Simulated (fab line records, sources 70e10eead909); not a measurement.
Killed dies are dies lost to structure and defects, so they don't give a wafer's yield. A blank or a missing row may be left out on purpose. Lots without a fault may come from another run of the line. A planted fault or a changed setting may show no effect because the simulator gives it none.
Which tool did it? | flow nand_harc | 12 lots, 36 wafers sampled, at 6 steps of a route of 1159

WHAT THE GAUGES READ, wafer by wafer
NHARC_A_SLIT_CD_MEAS_09: target cd 300 nm. Usual: cd_nm 299.9 nm, standard deviation 0.47.
lot  | measured     | on        | cd_nm (nm)        | flag
L338 | day 14 01:45 | cd_sem-01 | 300.0 299.9 300.3 |
L340 | day 14 15:12 | cd_sem-03 | 300.0 300.1 299.8 |
L344 | day 15 15:32 | cd_sem-03 | 299.8 299.0 299.4 |
L347 | day 16 22:22 | cd_sem-03 | 300.2 299.8 299.9 |
L351 | day 17 07:31 | cd_sem-03 | 300.1 299.9 300.6 |
L350 | day 17 07:44 | cd_sem-01 | 300.3 300.1 300.4 |
L349 | day 17 11:10 | cd_sem-01 | 299.6 300.4 300.4 |
L353 | day 17 18:24 | cd_sem-01 | 300.1 299.3 300.2 |
L355 | day 18 23:22 | cd_sem-03 | 300.2 300.7 300.0 |
L356 | day 19 00:44 | cd_sem-01 | 299.9 299.8 300.3 |
L354 | day 19 01:18 | cd_sem-03 | 300.5 300.2 300.0 |
L358 | day 19 17:47 | cd_sem-03 | 300.0 300.7 300.2 |

NHARC_A_SIN_REMOVE_INSPECT_04. Usual: raw_defect_count 274, standard deviation 69.
lot  | measured     | on                | raw_defect_count | flag
L338 | day 14 14:45 | defect_inspect-02 | 298 263 254      |
L340 | day 15 02:27 | defect_inspect-01 | 261 233 208      |
L344 | day 16 02:58 | defect_inspect-01 | 1086 1097 947    | OFF
L347 | day 17 10:07 | defect_inspect-02 | 918 962 918      | OFF
L351 | day 17 20:46 | defect_inspect-01 | 279 297 329      |
L350 | day 17 20:46 | defect_inspect-02 | 278 204 287      |
L349 | day 17 20:48 | defect_inspect-02 | 191 239 173      |
L353 | day 18 05:50 | defect_inspect-02 | 260 267 304      |
L355 | day 19 10:43 | defect_inspect-02 | 298 446 389      |
L356 | day 19 14:39 | defect_inspect-01 | 352 268 387      |
L354 | day 20 02:31 | defect_inspect-02 | 284 334 473      |
L358 | day 20 06:00 | defect_inspect-02 | 262 208 289      |

NHARC_END_SORT_01. Usual: killed_at_array 27, standard deviation 10; killed_at_other 0.6, standard deviation 1; killed_at_periphery 3.4, standard deviation 2.7; killed_dies 31, standard deviation 9.7; killed_open 3.4, standard deviation 1.7; killed_short 2.2, standard deviation 1.5.
lot  | measured     | on        | killed_at_array | killed_at_other | killed_at_periphery | killed_dies | killed_open | killed_short | flag
L344 | day 20 17:53 | prober-02 | 93 111 86       | 1 0 0           | 2 1 5               | 96 112 91   | 3 3 8       | 0 4 3        | OFF
L347 | day 22 07:11 | prober-01 | 95 94 103       | 1 4 0           | 4 5 5               | 100 103 108 | 2 3 7       | 2 2 1        | OFF

WHICH TOOL RAN EACH LOT (tool, then ch and the chambers of the sampled wafers, then the start)
lot  | NHARC_A_SLIT_ETCH_24               | NHARC_A_SLIT_PRECLEAN_19            | NHARC_A_WL_FILL_ETCHBACK_05
L338 | rie_diel-03 ch 0,2,3, day 14 02:01 | wet_bench-09 ch 1,4,5, day 14 06:44 | rie_metal-03 ch 0,1, day 14 22:56
L340 | rie_diel-02 ch 2,3, day 14 15:28   | wet_bench-05 ch 3,5,6, day 14 18:40 | rie_metal-03 ch 0,1, day 15 09:24
L344 | rie_diel-03 ch 1,3, day 15 15:49   | wet_bench-05 ch 0,4,6, day 15 19:06 | rie_metal-01 ch 0,1, day 16 09:02
L347 | rie_diel-02 ch 1,3, day 16 22:38   | wet_bench-05 ch 0,4,7, day 17 02:21 | rie_metal-03 ch 0,1, day 17 20:20
L351 | rie_diel-03 ch 0,2,3, day 17 07:47 | wet_bench-04 ch 0,3,4, day 17 13:00 | rie_metal-02 ch 0,1, day 18 01:20
L350 | rie_diel-12 ch 0,2,3, day 17 08:01 | wet_bench-09 ch 1,2,6, day 17 13:10 | rie_metal-01 ch 0,1, day 18 01:26
L349 | rie_diel-02 ch 0,1, day 17 11:25   | wet_bench-04 ch 0,5,7, day 17 14:51 | rie_metal-03 ch 0,1, day 18 04:18
L353 | rie_diel-12 ch 0,1, day 17 18:41   | wet_bench-04 ch 0,2,5, day 17 22:14 | rie_metal-02 ch 0,1, day 18 16:45
L355 | rie_diel-12 ch 2,3, day 18 23:39   | wet_bench-09 ch 1,4,5, day 19 02:49 | rie_metal-01 ch 0,1, day 19 18:40
L356 | rie_diel-03 ch 0,1,3, day 19 01:01 | wet_bench-09 ch 1,5,6, day 19 06:54 | rie_metal-02 ch 1, day 19 20:56
L354 | rie_diel-03 ch 0,1,3, day 19 01:35 | wet_bench-09 ch 1,3,6, day 19 18:39 | rie_metal-03 ch 0,1, day 20 11:19
L358 | rie_diel-12 ch 0,2,3, day 19 18:04 | wet_bench-04 ch 0,2,3, day 19 21:27 | rie_metal-02 ch 1, day 20 14:17
- NHARC_A_SLIT_ETCH_24: etches the open film in CF4/CHF3, target depth 121 nm, time 60.5 s.
- NHARC_A_SLIT_PRECLEAN_19: cleans in SC1.
- NHARC_A_WL_FILL_ETCHBACK_05: etches the open film in Cl2/BCl3, target depth 22 nm, time 60 s.

WHAT THE TOOLS THEMSELVES READ (means of the sampled wafers that have a number; where no wafer has one, the mark that the record gives instead)
NHARC_A_SLIT_ETCH_24. Usual: chf3_flow_sccm 30.00 sccm, standard deviation 0.081; drypump_motor_current_A 5.8 A, standard deviation 0.43; oes_product_au 0.964 a.u., standard deviation 0.018; rf_vpp_V 370.9 V, standard deviation 1.7; showerhead_plenum_p_Torr 1.58 Torr, standard deviation 0.049; throttle_valve_pct 16.804 %, standard deviation 0.0091.
lot  | tool        | chf3_flow_sccm (sccm) | drypump_motor_current_A (A) | oes_product_au (a.u.) | rf_vpp_V (V) | showerhead_plenum_p_Torr (Torr) | throttle_valve_pct (%) | flag
L338 | rie_diel-03 | 30.08                 | 6.0                         | 0.972                 | 370.6        | 1.57                            | 16.809                 |
L340 | rie_diel-02 | 30.01                 | 5.9                         | 0.977                 | 372.8        | 1.64                            | 16.808                 |
L344 | rie_diel-03 | 29.93                 | 5.4                         | 0.956                 | 372.0        | 1.63                            | 16.799                 |
L347 | rie_diel-02 | 30.06                 | 6.2                         | 0.965                 | 372.4        | 1.61                            | 16.803                 |
L351 | rie_diel-03 | 30.06                 | 6.0                         | 0.931                 | 370.1        | 1.57                            | 16.806                 |
L350 | rie_diel-12 | 30.04                 | 5.9                         | 0.974                 | 369.6        | 1.53                            | 16.801                 |
L349 | rie_diel-02 | 29.99                 | 5.7                         | 0.969                 | 370.5        | 1.54                            | 16.798                 |
L353 | rie_diel-12 | 30.06                 | 5.6                         | 0.970                 | 370.2        | 1.57                            | 16.807                 |
L355 | rie_diel-12 | 30.07                 | 5.7                         | 0.976                 | 369.8        | 1.55                            | 16.808                 |
L356 | rie_diel-03 | 29.92                 | 5.7                         | 0.970                 | 371.6        | 1.59                            | 16.805                 |
L354 | rie_diel-03 | 30.01                 | 5.7                         | 0.988                 | 371.1        | 1.59                            | 16.808                 |
L358 | rie_diel-12 | 30.01                 | 5.9                         | 0.964                 | 369.2        | 1.53                            | 16.808                 |

NHARC_A_SLIT_PRECLEAN_19. Usual: bath_heat_duty_pct 7.4 %, standard deviation 0.89; diw_flow_mL_min 1416, standard deviation 4.2.
lot  | tool         | bath_heat_duty_pct (%) | diw_flow_mL_min | flag
L338 | wet_bench-09 | 7.2                    | 1417            |
L340 | wet_bench-05 | 8.4                    | 1417            |
L344 | wet_bench-05 | 7.5                    | 1417            |
L347 | wet_bench-05 | 7.5                    | 1410            |
L351 | wet_bench-04 | 7.6                    | 1415            |
L350 | wet_bench-09 | 7.4                    | 1415            |
L349 | wet_bench-04 | 7.4                    | 1417            |
L353 | wet_bench-04 | 7.2                    | 1416            |
L355 | wet_bench-09 | 7.7                    | 1418            |
L356 | wet_bench-09 | 7.6                    | 1419            |
L354 | wet_bench-09 | 7.7                    | 1419            |
L358 | wet_bench-04 | 7.3                    | 1414            |

NHARC_A_WL_FILL_ETCHBACK_05. Usual: drypump_motor_current_A 5.7 A, standard deviation 0.36; oes_product_au 1.000 a.u., standard deviation 0.0075.
lot  | tool         | drypump_motor_current_A (A) | oes_product_au (a.u.) | flag
L338 | rie_metal-03 | 5.8                         | 0.998                 |
L340 | rie_metal-03 | 5.7                         | 1.002                 |
L344 | rie_metal-01 | 5.4                         | 1.006                 |
L347 | rie_metal-03 | 5.7                         | 0.990                 |
L351 | rie_metal-02 | 5.9                         | 1.001                 |
L350 | rie_metal-01 | 5.4                         | 1.005                 |
L349 | rie_metal-03 | 5.7                         | 0.998                 |
L353 | rie_metal-02 | 5.9                         | 1.002                 |
L355 | rie_metal-01 | 5.1                         | 1.001                 |
L356 | rie_metal-02 | 5.9                         | 1.001                 |
L354 | rie_metal-03 | 5.7                         | 1.004                 |
L358 | rie_metal-02 | 5.9                         | 1.001                 |

THE ANSWER, worked out from the rows above alone
Rule: a lot is off if the mean of its wafers that have a number lies more than 3 standard deviations from the usual mean. A lot without any number at a reading at which 4 lots or more have one is off too. The other lots that the step has rows for count as sound. The gauges are gone through in route order, then the tools' own readings, and for those a lot's mean is taken as printed above. The first step at which some lot is off is used, and at that step the reading that is off furthest; a lot without a number counts as furthest.
Off: L344, L347, at NHARC_A_SIN_REMOVE_INSPECT_04 (raw_defect_count).
A tool fits if, at a process step before that reading, it ran every lot that is off, and no sound lot after the first of them. The gauges at NHARC_A_SIN_REMOVE_INSPECT_04 aren't tried: what is off there is off at NHARC_END_SORT_01 too, on other tools, and a gauge's error can't cause that. One fits: wet_bench-05 at NHARC_A_SLIT_PRECLEAN_19. Its last sound lot is L340 (day 14 18:40), its first lot that is off L344 (day 15 19:06): a fault that began between those two fits.

WHAT THE SIMULATOR HAD PUT IN
Chamber particle source: wet_bench-05, from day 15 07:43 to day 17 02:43, at NHARC_A_SLIT_PRECLEAN_19. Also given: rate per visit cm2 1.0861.
Lots struck among those shown: L344, L347. The rule above found the same.
